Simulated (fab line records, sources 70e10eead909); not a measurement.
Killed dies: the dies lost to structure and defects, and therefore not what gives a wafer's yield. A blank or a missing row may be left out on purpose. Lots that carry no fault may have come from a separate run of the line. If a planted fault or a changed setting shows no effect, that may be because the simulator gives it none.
Matching of chambers | flow nand-harc | rie-diel-07 running NHARC_A_BLC_STRIP_29: 4 sister chambers
The step strips in CF4. 8 wafers are shown with their chamber, then 12 later ones without.

== WAFERS, EACH WITH ITS CHAMBER ==
wafer  | chamber | drypump-motor-current-A (A) | oes-product-au (a.u.)
L084.3 | 3       | 5.9                         | 0.995
L084.4 | 1       | 5.4                         | 1.002
L083.1 | 3       | 5.9                         | 0.998
L083.2 | 0       | 5.6                         | 1.011
L083.6 | 2       | 6.6                         | 1.007
L086.1 | 0       | 5.5                         | 1.009
L086.2 | 1       | 5.4                         | 1.008
L086.5 | 2       | 6.6                         | 0.989

== WAFERS WITH NO CHAMBER GIVEN ==
wafer  | drypump-motor-current-A (A) | oes-product-au (a.u.)
L091.1 | 5.6                         | 0.996
L091.3 | 5.9                         | 1.000
L091.5 | 6.5                         | 0.984
L095.1 | 5.5                         | 1.017
L095.3 | 5.4                         | 0.980
L095.4 | 6.6                         | 0.993
L097.1 | 5.9                         | 0.995
L097.5 | 5.9                         | 0.990
L097.6 | 5.5                         | 1.017
L096.1 | 5.9                         | 1.002
L096.2 | 6.5                         | 0.993
L096.3 | 5.5                         | 1.021

== WHICH CHAMBER EACH WENT THROUGH ==
wafer  | from the rows above     | in truth
L091.1 | 0                       | 0
L091.3 | 3                       | 3
L091.5 | 2                       | 2
L095.1 | can't be placed: 0 or 1 | 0
L095.3 | 1                       | 1
L095.4 | 2                       | 2
L097.1 | 3                       | 3
L097.5 | 3                       | 3
L097.6 | can't be placed: 0 or 1 | 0
L096.1 | 3                       | 3
L096.2 | 2                       | 2
L096.3 | can't be placed: 0 or 1 | 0
Placed correctly: 9 of 12. Unplaceable from these rows: 3, with the true chamber sitting among the candidates in 3. Wrongly placed: 0.
How it was worked out, from the rows above alone: a wafer's distance from a chamber is the root of the sum, over the readings, of the square of ((its reading less the chamber's mean) divided by the reading's scatter). The wafer belongs to the nearest chamber; if the next one is less than 2 further off, it can't be placed. A chamber's mean is the mean of its shown wafers. The scatter: the root of (the sum of the squares of (reading less its chamber's mean) over the shown wafers, divided by (wafers less chambers)).
